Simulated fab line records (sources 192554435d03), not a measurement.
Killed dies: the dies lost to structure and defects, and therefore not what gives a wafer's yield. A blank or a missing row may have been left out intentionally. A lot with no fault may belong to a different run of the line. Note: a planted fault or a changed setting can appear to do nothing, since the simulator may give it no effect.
Matching of chambers | flow n5-finfet | N5_FIN_SAQP_DESCUM_21 on rie-diel-06 has 4 sister chambers
The step chemistry O2, time 7.9 s. 16 wafers are shown with their chamber, then 8 later ones without.

## EACH WAFER AND ITS CHAMBER
wafer  | chamber | drypump-motor-current-A (A) | showerhead-plenum-p-Torr (Torr) | throttle-valve-pct (%)
L075.2 | 3       | 5.25                        | 2.15                            | 20.09
L075.3 | 1       | 5.60                        | 2.06                            | 20.14
L075.5 | 3       | 5.26                        | 2.15                            | 20.06
L077.3 | 1       | 5.60                        | 2.06                            | 20.14
L077.5 | 3       | 5.26                        | 2.15                            | 20.09
L077.6 | 1       | 5.63                        | 2.06                            | 20.16
L079.2 | 3       | 5.29                        | 2.14                            | 20.09
L079.4 | 0       | 5.58                        | 2.23                            | 20.33
L079.6 | 3       | 5.30                        | 2.14                            | 20.10
L085.2 | 2       | 5.76                        | 2.23                            | 19.93
L085.3 | 3       | 5.27                        | 2.14                            | 20.12
L085.6 | 3       | 5.26                        | 2.14                            | 20.10
L089.2 | 0       | 5.60                        | 2.22                            | 20.37
L089.4 | 1       | 5.62                        | 2.05                            | 20.19
L089.5 | 3       | 5.25                        | 2.14                            | 20.14
L092.4 | 3       | 5.27                        | 2.13                            | 20.13

SIGNATURES (averages over the wafers above)
reading                  | chamber 0 | chamber 1 | chamber 2 | chamber 3 | scatter within a chamber
drypump-motor-current-A  | 5.5900    | 5.6125    | 5.7600    | 5.2678    | 0.0164
showerhead-plenum-p-Torr | 2.2250    | 2.0575    | 2.2300    | 2.1422    | 0.00633
throttle-valve-pct       | 20.3500   | 20.1575   | 19.9300   | 20.1022   | 0.0245
Rule: distance of a wafer from a chamber = root of the sum over the readings of ((wafer's reading minus chamber's mean) / reading's scatter) squared. The wafer belongs to the nearest chamber; if the next one is less than 2 further off, it can't be placed. The scatter: take each reading less its chamber's mean, square it, sum over the shown wafers, divide by the number of wafers less the number of chambers, and take the root.

## WAFERS MISSING THEIR CHAMBER
wafer  | drypump-motor-current-A (A) | showerhead-plenum-p-Torr (Torr) | throttle-valve-pct (%)
L092.5 | 5.62                        | 2.04                            | 20.19
L092.6 | 5.73                        | 2.22                            | 19.95
L094.1 | 5.62                        | 2.04                            | 20.20
L094.2 | 5.75                        | 2.22                            | 19.96
L094.3 | 5.25                        | 2.13                            | 20.15
L097.1 | 5.61                        | 2.04                            | 20.22
L097.5 | 5.26                        | 2.13                            | 20.15
L097.6 | 5.73                        | 2.22                            | 19.96

## WHICH CHAMBER EACH WENT THROUGH
wafer  | from the rows above | in truth
L092.5 | 1                   | 1
L092.6 | 2                   | 2
L094.1 | 1                   | 1
L094.2 | 2                   | 2
L094.3 | 3                   | 3
L097.1 | 1                   | 1
L097.5 | 3                   | 3
L097.6 | 2                   | 2
Correctly placed: 8 of 8. Left unplaced by these rows: 0. Wrongly placed: 0.
